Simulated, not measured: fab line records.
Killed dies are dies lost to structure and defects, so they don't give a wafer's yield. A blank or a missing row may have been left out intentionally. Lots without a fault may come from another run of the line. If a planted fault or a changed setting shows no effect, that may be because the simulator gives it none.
Which tool was responsible?	flow n5-finfet	24 lots, 72 wafers sampled, at 6 steps of a route of 1938

WHAT THE GAUGES SHOWED, per wafer
N5_BEOL_M9_INSPECT_58: inspects for defects (darkfield). Usual: 71 for raw-defect-count, sd 23.
lot	measured	on	raw-defect-count	flag
L074	day 9 16:52	defect-inspect-02	89 59 62	
L076	day 10 02:06	defect-inspect-02	69 91 63	
L075	day 10 03:07	defect-inspect-01	86 44 49	
L077	day 10 18:12	defect-inspect-02	43 67 49	
L078	day 11 03:21	defect-inspect-01	82 82 66	
L079	day 11 03:35	defect-inspect-02	86 87 74	
L080	day 11 05:53	defect-inspect-01	73 72 91	
L081	day 11 22:14	defect-inspect-01	50 43 64	
L082	day 12 05:01	defect-inspect-02	73 110 56	
L083	day 12 20:40	defect-inspect-02	67 55 62	
L084	day 13 01:58	defect-inspect-02	72 80 127	
L085	day 13 22:24	defect-inspect-01	47 61 56	
L087	day 13 22:44	defect-inspect-01	145 103 81	
L086	day 13 23:40	defect-inspect-01	103 53 75	
L088	day 14 02:21	defect-inspect-01	50 74 72	
L090	day 14 05:23	defect-inspect-02	72 104 50	
L089	day 14 05:31	defect-inspect-01	46 51 32	
L092	day 14 15:25	defect-inspect-02	45 87 70	
L091	day 14 16:13	defect-inspect-02	56 58 60	
L093	day 15 03:40	defect-inspect-02	63 60 66	
L094	day 15 04:23	defect-inspect-02	78 61 70	
L095	day 15 10:40	defect-inspect-02	102 113 74	
L096	day 16 05:28	defect-inspect-01	68 44 73	
L097	day 16 18:32	defect-inspect-02	110 76 69	

N5_BEOL_M10_THK_MEAS_01. Usual: M10_ILD_THK gives 268 nm (standard deviation 3.3).
lot	measured	on	M10_ILD_THK (nm)	flag
L074	day 9 17:31	film-metro-02	270 274 273	
L076	day 10 02:46	film-metro-02	264 270 266	
L075	day 10 03:44	film-metro-02	260 267 265	
L077	day 10 18:50	film-metro-02	270 276 273	
L078	day 11 04:28	film-metro-01	268 266 270	
L079	day 11 04:13	film-metro-02	264 272 268	
L080	day 11 06:31	film-metro-01	266 268 271	
L081	day 11 22:51	film-metro-02	266 269 272	
L082	day 12 05:41	film-metro-02	264 270 269	
L083	day 12 21:19	film-metro-01	268 268 268	
L084	day 13 02:36	film-metro-01	266 267 271	
L085	day 13 23:01	film-metro-02	265 270 279	
L087	day 13 23:22	film-metro-01	266 271 269	
L086	day 14 00:17	film-metro-01	267 268 273	
L088	day 14 02:59	film-metro-01	268 263 266	
L090	day 14 06:00	film-metro-02	272 270 273	
L089	day 14 06:09	film-metro-02	261 269 269	
L092	day 14 17:29	film-metro-02	262 262 265	
L091	day 14 16:52	film-metro-02	264 267 268	
L093	day 15 04:17	film-metro-02	264 265 269	
L094	day 15 05:29	film-metro-01	261 262 269	
L095	day 15 11:46	film-metro-02	268 270 271	
L096	day 16 06:05	film-metro-01	265 270 274	
L097	day 16 19:10	film-metro-02	268 270 270	

N5_BEOL_M10_INSPECT_58: inspects for defects (darkfield). Usual: 67 for raw-defect-count, sd 20.
lot	measured	on	raw-defect-count	flag
L074	day 9 23:28	defect-inspect-01	85 102 75	
L076	day 10 08:38	defect-inspect-01	54 49 39	
L075	day 10 11:54	defect-inspect-02	50 36 86	
L077	day 11 03:39	defect-inspect-02	97 105 69	
L078	day 11 12:26	defect-inspect-01	87 36 41	
L079	day 11 10:40	defect-inspect-01	78 114 51	
L080	day 11 13:59	defect-inspect-01	91 66 85	
L081	day 12 12:07	defect-inspect-01	56 41 94	
L082	day 12 17:53	defect-inspect-01	52 51 49	
L083	day 13 03:35	defect-inspect-01	75 42 50	
L084	day 13 13:38	defect-inspect-01	66 90 46	
L085	day 14 06:11	defect-inspect-01	61 69 61	
L087	day 14 05:39	defect-inspect-01	55 53 76	
L086	day 14 06:15	defect-inspect-02	112 83 74	
L088	day 14 10:01	defect-inspect-01	42 64 40	
L090	day 14 11:10	defect-inspect-01	89 89 36	
L089	day 14 11:37	defect-inspect-01	44 50 78	
L092	day 15 03:44	defect-inspect-01	97 83 51	
L091	day 15 03:17	defect-inspect-02	65 54 41	
L093	day 15 11:58	defect-inspect-02	82 61 70	
L094	day 15 12:30	defect-inspect-01	49 85 81	
L095	day 15 18:33	defect-inspect-01	58 65 36	
L096	day 16 19:04	defect-inspect-01	68 87 102	
L097	day 17 04:53	defect-inspect-01	64 47 43	

N5_BEOL_M11_INSPECT_13: inspects for defects (brightfield). Usual: 406 for raw-defect-count, sd 91.
lot	measured	on	raw-defect-count	flag
L074	day 10 02:27	defect-inspect-02	725 386 353	
L076	day 10 11:14	defect-inspect-01	383 323 348	
L075	day 10 14:51	defect-inspect-01	279 277 319	
L077	day 11 05:40	defect-inspect-02	620 527 461	
L078	day 11 14:20	defect-inspect-01	526 250 315	
L079	day 11 12:51	defect-inspect-02	456 504 443	
L080	day 11 16:17	defect-inspect-01	539 434 580	
L081	day 12 15:19	defect-inspect-01	340 275 376	
L082	day 12 20:08	defect-inspect-02	332 329 407	
L083	day 13 06:42	defect-inspect-01	372 261 353	
L084	day 13 18:07	defect-inspect-02	444 475 363	
L085	day 14 08:55	defect-inspect-01	384 543 608	
L087	day 14 08:32	defect-inspect-02	442 482 436	
L086	day 14 09:22	defect-inspect-02	456 376 386	
L088	day 14 13:09	defect-inspect-02	264 364 295	
L090	day 14 14:09	defect-inspect-02	389 371 372	
L089	day 14 13:51	defect-inspect-01	416 398 366	
L092	day 15 06:30	defect-inspect-01	477 324 364	
L091	day 15 05:08	defect-inspect-01	458 395 345	
L093	day 15 13:48	defect-inspect-01	425 410 411	
L094	day 15 14:18	defect-inspect-01	370 345 394	
L095	day 15 22:06	defect-inspect-02	325 536 495	
L096	day 16 23:41	defect-inspect-02	420 457 415	
L097	day 17 10:27	defect-inspect-02	319 254 412	

WHAT TOOL EACH LOT RAN ON (gives the tool, then ch and the chambers of the sampled wafers, and finally the start)
lot	N5_BEOL_M9_CMP_52	N5_BEOL_M10_ETCH_41
L074	cmp-01 ch 0,1, day 9 16:25	rie-diel-06 ch 0,1,2, day 9 23:28 or earlier
L076	cmp-03 ch 0,1, day 10 01:37	rie-diel-06 ch 0,1, day 10 08:38 or earlier
L075	cmp-03 ch 2,3, day 10 02:41	rie-diel-06 ch 1,2, day 10 11:54 or earlier
L077	cmp-04 ch 0,1,2, day 10 17:44	rie-diel-02 ch 0,3, day 11 03:39 or earlier
L078	cmp-04 ch 0,1,2, day 11 02:52	rie-diel-01 ch 0,2, day 11 12:26 or earlier
L079	cmp-01 ch 1,2,3, day 11 03:13	rie-diel-06 ch 0,1, day 11 10:40 or earlier
L080	cmp-01 ch 1,2,3, day 11 05:25	rie-diel-01 ch 0,2, day 11 13:59 or earlier
L081	cmp-03 ch 0,1,3, day 11 21:49	rie-diel-02 ch 1,2, day 12 12:07 or earlier
L082	cmp-04 ch 0,2,3, day 12 04:34	rie-diel-06 ch 0,1,3, day 12 17:53 or earlier
L083	cmp-04 ch 1,2,3, day 12 20:13	rie-diel-01 ch 1,3, day 13 03:35 or earlier
L084	cmp-04 ch 0,1,2, day 13 01:30	rie-diel-02 ch 0,1,3, day 13 13:38 or earlier
L085	cmp-04 ch 0,2, day 13 21:59	rie-diel-06 ch 0,1,3, day 14 06:11 or earlier
L087	cmp-01 ch 1,2, day 13 22:19	rie-diel-06 ch 1,2,3, day 14 05:39 or earlier
L086	cmp-03 ch 2,3, day 13 23:15	rie-diel-02 ch 1,2,3, day 14 06:15 or earlier
L088	cmp-03 ch 2,3, day 14 01:54	rie-diel-02 ch 1,3, day 14 10:01 or earlier
L090	cmp-01 ch 0,1,2, day 14 04:58	rie-diel-01 ch 0,1,2, day 14 11:10 or earlier
L089	cmp-03 ch 2,3, day 14 05:04	rie-diel-02 ch 0,1, day 14 11:37 or earlier
L092	cmp-04 ch 2,3, day 14 14:57	rie-diel-01 ch 0,1,2, day 15 03:44 or earlier
L091	cmp-01 ch 1,2,3, day 14 15:46	rie-diel-06 ch 1,2,3, day 15 03:17 or earlier
L093	cmp-03 ch 1,3, day 15 03:13	rie-diel-02 ch 1,2, day 15 11:58 or earlier
L094	cmp-04 ch 1,2,3, day 15 03:56	rie-diel-06 ch 0,2,3, day 15 12:30 or earlier
L095	cmp-03 ch 0,1,3, day 15 10:17	rie-diel-06 ch 0,1,3, day 15 18:33 or earlier
L096	cmp-03 ch 1,2,3, day 16 05:06	rie-diel-02 ch 0,1,2, day 16 19:04 or earlier
L097	cmp-03 ch 1,2,3, day 16 18:10	rie-diel-02 ch 0,2,3, day 17 04:53 or earlier
- N5_BEOL_M9_CMP_52: polishes, stops on SiCOH lowk, t overpolish 7 s, target thk 140 nm.
- N5_BEOL_M10_ETCH_41: etches SiCN in CH3F/O2, target depth 42.6 nm, time 86 s.

WHAT THE TOOLS THEMSELVES READ (means of the sampled wafers that have a number; where no wafer has one, the mark that the record gives instead)
N5_BEOL_M9_CMP_52. Usual: barrier-field-endpoint-s 28.7 s, standard deviation 0.64; clearing-platen-rpm 50.001 rpm, standard deviation 0.027; motor-current-A 5.9 A, standard deviation 0.67; overpolish-run-s 7.000 s, standard deviation 0.0094; slurry-flow-ml-min 150.0, standard deviation 0.51; time-to-endpoint-s 64.5 s, standard deviation 2.6.
lot	tool	barrier-field-endpoint-s (s)	clearing-platen-rpm (rpm)	motor-current-A (A)	overpolish-run-s (s)	slurry-flow-ml-min	time-to-endpoint-s (s)	flag
L074	cmp-01	29.0	50.028	6.3	6.995	150.3	65.2	
L076	cmp-03	28.8	50.017	6.5	7.000	149.8	66.1	
L075	cmp-03	29.3	50.020	6.4	7.000	149.5	65.8	
L077	cmp-04	28.3	50.006	5.3	6.997	149.7	62.5	
L078	cmp-04	28.7	49.991	5.3	7.003	149.9	62.2	
L079	cmp-01	28.8	49.963	6.2	6.994	150.1	65.3	
L080	cmp-01	28.8	50.000	6.1	6.997	149.7	61.9	
L081	cmp-03	28.1	49.987	6.4	7.012	150.4	63.2	
L082	cmp-04	29.6	49.986	5.3	7.004	150.6	70.6	
L083	cmp-04	28.7	50.029	5.2	7.001	150.1	63.7	
L084	cmp-04	28.2	50.020	5.3	7.002	150.2	64.9	
L085	cmp-04	28.3	49.973	5.4	6.997	150.2	63.4	
L087	cmp-01	29.3	50.002	6.1	6.998	150.0	66.4	
L086	cmp-03	29.2	50.006	6.1	6.998	150.8	67.9	
L088	cmp-03	28.3	49.957	6.3	7.011	150.5	64.4	
L090	cmp-01	29.5	50.032	6.3	7.005	149.8	66.2	
L089	cmp-03	28.7	50.000	5.9	7.004	150.4	64.7	
L092	cmp-04	28.6	50.021	5.0	7.006	150.1	65.6	
L091	cmp-01	28.8	49.982	6.1	7.001	149.7	64.9	
L093	cmp-03	27.4	49.988	6.7	7.000	150.2	59.0	
L094	cmp-04	28.4	50.009	5.1	6.994	149.7	64.6	
L095	cmp-03	27.4	50.010	6.4	7.002	149.8	61.6	
L096	cmp-03	28.0	50.004	6.5	6.999	150.3	64.7	
L097	cmp-03	28.1	49.986	6.6	6.998	149.4	61.3	

N5_BEOL_M10_ETCH_41. Usual: drypump-motor-current-A 5.7 A, standard deviation 0.34; oes-product-au 0.81 a.u., standard deviation 0.085; rf-vpp-V 297.4 V, standard deviation 1.7; showerhead-plenum-p-Torr 2.00 Torr, standard deviation 0.071; throttle-valve-pct 16.18 %, standard deviation 0.12.
lot	tool	drypump-motor-current-A (A)	oes-product-au (a.u.)	rf-vpp-V (V)	showerhead-plenum-p-Torr (Torr)	throttle-valve-pct (%)	flag
L074	rie-diel-06	5.5	0.82	297.6	2.02	16.19	
L076	rie-diel-06	5.5	0.75	299.4	2.03	16.24	
L075	rie-diel-06	5.7	0.83	296.3	1.96	16.14	
L077	rie-diel-02	5.7	0.70	299.0	2.07	16.18	
L078	rie-diel-01	5.5	0.86	297.4	1.94	16.00	
L079	rie-diel-06	5.5	0.75	298.5	2.03	16.26	
L080	rie-diel-01	5.5	0.85	296.1	1.94	16.00	
L081	rie-diel-02	5.7	0.84	296.2	1.94	16.09	
L082	rie-diel-06	5.7	0.83	299.3	2.07	16.18	
L083	rie-diel-01	5.8	0.92	296.8	1.97	16.31	
L084	rie-diel-02	5.6	0.74	297.7	2.02	16.21	
L085	rie-diel-06	5.7	0.80	298.2	2.07	16.19	
L087	rie-diel-06	5.8	0.83	297.3	2.01	16.15	
L086	rie-diel-02	5.5	0.78	297.8	1.98	16.21	
L088	rie-diel-02	5.6	0.78	296.7	1.98	16.19	
L090	rie-diel-01	5.4	0.86	296.7	1.95	16.20	
L089	rie-diel-02	5.9	0.73	298.4	2.02	16.16	
L092	rie-diel-01	5.4	0.86	296.6	1.94	16.21	
L091	rie-diel-06	5.8	0.81	297.7	2.01	16.17	
L093	rie-diel-02	5.8	0.82	296.0	1.94	16.14	
L094	rie-diel-06	5.7	0.85	298.7	2.05	16.18	
L095	rie-diel-06	5.7	0.79	298.8	2.06	16.22	
L096	rie-diel-02	5.8	0.76	295.9	1.97	16.19	
L097	rie-diel-02	5.6	0.81	297.8	2.01	16.12	

THE ANSWER, worked out from the rows above alone
Rule: lot off if the mean of its wafers having a number is beyond 3 standard deviations from the usual mean. Also off: a lot with no number at a reading for which 4 or more lots have one. All remaining lots with rows at the step are treated as sound. Order of review: gauges by route order, followed by the tools' own readings, for which a lot's mean as printed above is used. At the first step where some lot is off, the reading lying furthest off is the one used; lots without a number count as furthest.
Across all readings shown, no lot is off: no conclusion can be drawn from this.

WHAT THE SIMULATOR HAD INSERTED
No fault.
